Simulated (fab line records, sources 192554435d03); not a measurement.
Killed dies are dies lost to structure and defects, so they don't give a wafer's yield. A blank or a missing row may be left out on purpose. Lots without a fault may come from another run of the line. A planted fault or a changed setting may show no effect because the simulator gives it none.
Chamber matching | flow n5_finfet | N5_BEOL_M0_SAQP_ALD_48 on ald_sin-01: 4 sister chambers
The step deposits SiO2, target thk 20 nm, pulse time 1 s, co reactant pulse time 1 s. 4 wafers are shown with their chamber, then 8 later ones without.

WAFERS WITH THEIR CHAMBER
wafer  | chamber | heater_power_w (W)
L080.4 | 2       | 82
L080.5 | 1       | 85
L082.3 | 0       | 85
L086.1 | 3       | 82

WAFERS WITHOUT THEIR CHAMBER
wafer  | heater_power_w (W)
L086.3 | 78
L086.5 | 82
L095.1 | 79
L095.3 | 84
L095.4 | 84
L097.1 | 78
L097.3 | 82
L097.5 | 79

WHICH CHAMBER EACH WENT THROUGH
wafer  | from the rows above               | in truth
L086.3 | can't be placed: 2 or 3 or 0 or 1 | 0
L086.5 | can't be placed: 2 or 3 or 0 or 1 | 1
L095.1 | can't be placed: 2 or 3 or 0 or 1 | 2
L095.3 | can't be placed: 0 or 1 or 2 or 3 | 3
L095.4 | can't be placed: 0 or 1 or 2 or 3 | 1
L097.1 | can't be placed: 2 or 3 or 0 or 1 | 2
L097.3 | can't be placed: 2 or 3 or 0 or 1 | 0
L097.5 | can't be placed: 2 or 3 or 0 or 1 | 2
Placed correctly: 0 of 8. Can't be placed from these rows: 8 (the true chamber is among the candidates in 8). Placed wrongly: 0.
How it was worked out, from the rows above alone: a wafer's distance from a chamber is the root of the sum, over the readings, of the square of ((its reading less the chamber's mean) divided by the reading's scatter). The wafer belongs to the nearest chamber; if the next one is less than 2 further off, it can't be placed. A chamber's mean is the mean of its shown wafers. The scatter: with one shown wafer a chamber, the root of the mean of the squares of how far each hidden wafer lies from its nearest shown one.
